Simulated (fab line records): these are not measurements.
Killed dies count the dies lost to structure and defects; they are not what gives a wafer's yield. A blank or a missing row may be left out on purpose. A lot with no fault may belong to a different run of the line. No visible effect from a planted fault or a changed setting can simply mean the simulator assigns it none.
A lot that was struck, set against a sound lot -- flow nand_harc -- 14 steps out of a route of 1302
Sound: the wafers L573.1, L573.3, L573.6. Struck: wafer L582.2. (L582.3, L582.4 of the same lot were not struck and are left out.) The cause comes at the end.
Order at every step that has rows: each side's tool, ch and its chambers, its first start. Under that, the readings that differ: sound wafers -- struck wafers -- difference of the means -- sigmas: that difference in standard deviations of wafers without a fault.
alike: a reading whose means differ by less than 2 such deviations, as well as words and numbers matching on both sides. not compared: withheld readings; readings where some wafer has no value; bounds like >300 that might hide an equal value; numbers whose values overlap and for which the record gives no deviation.
Wherever a step has rows on one side only, a row that says differs or no value, or a row with sigmas, the two part there. When numbers do not overlap yet have no deviation, they are printed without sigmas and do not part them. Lack of a reading on every wafer of one side parts them only where that side has two or more wafers.

first, 2 steps without rows for these wafers: NHARC_A_CONTACT_ETCH_134 (etches the open film in C4F8/O2/Ar, time 140 s, target depth 700 nm); NHARC_A_CONTACT_ETCH_135 (etches the open film in C4F8/O2/Ar, time 311 s, target depth 1912 nm).
NHARC_A_CONTACT_ETCH_136: etches the open film in C4F8/O2/Ar, time 311 s, target depth 1912 nm.
  sound on har_cap_etch-01 ch 0,1, day 27 19:07; struck on har_cap_etch-01 ch 0, day 31 22:43
  not compared: rf_hours_counter_h
then, 1 step without rows for these wafers: NHARC_A_CONTACT_ETCH_137 (etches the open film in C4F8/O2/Ar, time 311 s, target depth 1912 nm).
NHARC_A_CONTACT_ETCH_138: etches the open film in C4F8/O2/Ar, time 311 s, target depth 1914 nm.
  sound on har_cap_etch-01 ch 0,1, day 27 19:39; struck on har_cap_etch-01 ch 0, day 31 23:15
  not compared: rf_hours_counter_h
NHARC_A_CONTACT_ETCH_139: etches the open film in C4F8/O2/Ar, time 195 s, target depth 840 nm.
  sound on har_cap_etch-01 ch 0,1, day 27 19:55; struck on har_cap_etch-01 ch 0, day 31 23:32
  not compared: rf_hours_counter_h
NHARC_A_CONTACT_ETCH_92: etches the open film in CH3F/O2, target depth 40 nm, time 85.7 s.
  sound on rie_diel-06 ch 0,1,2, day 27 20:29; struck on rie_diel-07 ch 0, day 32 00:02
  alike: drypump_motor_current_A, oes_product_au, rf_vpp_V, showerhead_plenum_p_Torr, throttle_valve_pct
  not compared: rf_hours_counter_h
then, 1 step without rows for these wafers: NHARC_A_CONTACT_ETCH_98 (etches the open film in C4F6/O2, target depth 20 nm, time 10 s).
NHARC_A_CONTACT_CD_MEAS_15:
  sound on cd_sem-01, day 27 20:41; struck on cd_sem-03, day 32 00:18
  alike: cd_nm
then, 3 steps without rows for these wafers: NHARC_A_CONTACT_STRIP_107 (strips in N2/H2); NHARC_A_CONTACT_STRIP_108 (strips in CF4/CHF3); NHARC_A_CONTACT_STRIP_109 (strips in O2/COS).
NHARC_A_CONTACT_ETCH_110: etches the open film in CF4/O2, target depth 60 nm, overetch 6 nm, time 33 s.
  sound on rie_diel-06 ch 0,3, day 27 21:44; struck on rie_diel-06 ch 0, day 32 00:35
reading,sound,struck,difference,sigmas
oes_product_au (a.u.),0.995 1.012 1.007,0.912,-0.093,-10
  alike: drypump_motor_current_A, rf_vpp_V, showerhead_plenum_p_Torr, throttle_valve_pct
  not compared: rf_hours_counter_h
NHARC_A_CONTACT_STRIP_26: strips in O2.
  sound: rie_diel-06 ch 0,2; struck: rie_diel-06 ch 0
  alike: drypump_motor_current_A, oes_product_au, rf_vpp_V, showerhead_plenum_p_Torr, throttle_valve_pct
  not compared: rf_hours_counter_h

WHERE THEY PART
At NHARC_A_CONTACT_ETCH_110 and nowhere else, as far as this record goes. Later steps at which nothing parts them and some readings are alike: NHARC_A_CONTACT_STRIP_26.

WHY: what had been put in by the simulator
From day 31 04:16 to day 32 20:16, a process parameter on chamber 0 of rie_diel-06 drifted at NHARC_A_CONTACT_ETCH_110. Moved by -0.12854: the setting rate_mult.
